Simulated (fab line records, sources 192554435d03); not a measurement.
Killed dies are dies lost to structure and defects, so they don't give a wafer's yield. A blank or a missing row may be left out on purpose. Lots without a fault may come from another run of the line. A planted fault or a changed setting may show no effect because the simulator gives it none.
A struck lot beside a sound one | flow n5_finfet | 27 steps out of a route of 1938
Sound: wafers L948.4, L948.5, L948.6. Struck: wafers L958.2, L958.5, L958.6. The cause comes at the end.
At each step with rows: each side's tool, then ch and its chambers, then its first start. Under that, the readings that differ: sound wafers | struck wafers | difference of the means | sigmas: that difference in standard deviations of wafers without a fault.
alike: readings whose means differ by less than 2 such deviations, and words and numbers that are the same on both sides. not compared: withheld readings, readings that some wafer has no value for, bounds like >300 that may hide the same value, and numbers for which the record gives no deviation and whose values overlap.
The two part at a step that has a row with sigmas, a row that says differs or no value, or rows on one side only. Numbers that don't overlap but have no deviation are shown without sigmas and don't part them. A reading that every wafer of one side lacks parts them only if that side has two wafers or more.

first, 8 steps without rows for these wafers: N5_BEOL_M0_CMP_120 (polishes, stops on SiOC, t overpolish 6.9 s); N5_BEOL_M0_PRE_CLEAN_131 (time 15 s); N5_BEOL_M0_CO_CAP_123 (material Co, precursor CCTBA/H2, target thk 2 nm, time 102.1 s); N5_BEOL_M0_PRE_CLEAN_124 (time 15 s); N5_BEOL_M0_DEP_125 (deposits SiCN from 3MS/NH3, target thk 8 nm, time 14 s); N5_BEOL_M1_ILD_DEP_00 (deposits SiOC from DEMS/O2, target thk 79 nm, time 15.3 s); N5_BEOL_M1_PECVD_72 (deposits SiO2 from TEOS/O2, target thk 16 nm, time 18 s); N5_BEOL_M1_HM_DEP_02 (deposits TiN, target thk 20 nm).
N5_BEOL_M1_COAT_61: time 60 s, resist thk 60 nm.
  sound on litho_track-01 ch 0, day 6 05:34; struck on litho_track-01 ch 0, day 8 10:41
  reading                                  | sound                | struck               | difference | sigmas
  spin_speed_rpm (rpm)                     | 1500.4 1500.7 1500.4 | 1581.1 1581.1 1580.2 | +80.3      | +73
  model.SOC_of_BEOL_M1_COAT_61.thk_nm (nm) | 60.2 60 60.2         | 58.6 58.6 58.4       | -1.6       |
  alike: heater_power_total_W, plate_temp_C
then, 11 steps without rows for these wafers: N5_BEOL_M1_COAT_62 (time 60 s, resist thk 12 nm); N5_BEOL_M1_COAT_73 (time 60 s, resist thk 5 nm); N5_BEOL_M1_COAT_05 (resist thk 30 nm); N5_BEOL_M1_EBR_07; N5_BEOL_M1_SOFTBAKE_06 (time 60 s); N5_BEOL_M1_EXPOSE_08 (exposes mask M1); N5_BEOL_M1_PEB_09 (peb time 60 s); N5_BEOL_M1_DEVELOP_10 (develop time 30 s); N5_BEOL_M1_DESCUM_16 (chemistry O2, time 7 s); N5_BEOL_M1_ETCH_74 (etches underlayer in N2/H2, target depth 6.5 nm, time 5.2 s); N5_BEOL_M1_ETCH_63 (etches SiARC in CF4, target depth 15.6 nm, time 26 s).
N5_BEOL_M1_ETCH_64: etches SOC in N2/H2, target depth 75 nm, overetch 15 nm, time 112.5 s.
  sound on rie_diel-05 ch 0,1,3, day 6 06:01; struck on rie_diel-04 ch 1,2, day 8 11:18
  reading                  | sound             | struck            | difference | sigmas
  model.etch.depth_nm (nm) | 60.15 60.08 60.25 | 58.62 58.59 58.45 | -1.61      |
  alike: chamber_pressure_mTorr, drypump_motor_current_A, oes_product_au, rf_fwd_power_W, rf_vpp_V, showerhead_plenum_p_Torr, temp_c, throttle_valve_pct
  not compared: rf_hours_counter_h
then, 3 steps without rows for these wafers: N5_BEOL_M1_STRIP_65 (strips in N2/H2); N5_BEOL_M1_STRIP_75 (strips in N2/H2); N5_BEOL_M1_STRIP_66 (strips in CF4).
N5_BEOL_M1_HM_OPEN_17: chemistry Cl2/BCl3, target TiN, target depth 20 nm, overetch 6 nm.
  sound on rie_metal-03 ch 0,1, day 6 06:13; struck on rie_metal-03 ch 0,1, day 8 11:28
  reading                                  | sound          | struck         | difference | sigmas
  model.SOC_of_BEOL_M1_COAT_61.thk_nm (nm) | 52.4 52.2 52.6 | 50.8 50.8 50.8 | -1.6       |
  alike: chamber_pressure_mTorr, drypump_motor_current_A, oes_product_au, rf_fwd_power_W, throttle_valve_pct
  not compared: rf_hours_counter_h
then, 1 step without rows for these wafers: N5_BEOL_M1_STRIP_19 (strips in O2).
-- the record jumps here: 2 days lie between the struck wafers' starts before and after (it left off in module BEOL_M1 and takes up again in module BEOL_M4, whose first step shown is number 1111 of the route) --
N5_BEOL_M4_RC_MEAS_101:
  sound on prober-02 ch 0, day 7 23:37; struck on prober-01 ch 0, day 10 12:36
  alike: DIBL_N, DIBL_P, IOFF_N, IOFF_P, ION_N, ION_P, SS_N, SS_P, VT_N, VT_P

WHERE THEY PART
Only at N5_BEOL_M1_COAT_61, within this record. Later steps at which nothing parts them and some readings are alike: N5_BEOL_M1_ETCH_64, N5_BEOL_M1_HM_OPEN_17, N5_BEOL_M4_RC_MEAS_101.

WHY: what the simulator had put in
Process parameter drift: litho_track-01, from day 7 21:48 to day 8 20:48, at N5_BEOL_M1_COAT_61. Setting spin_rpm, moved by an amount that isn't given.
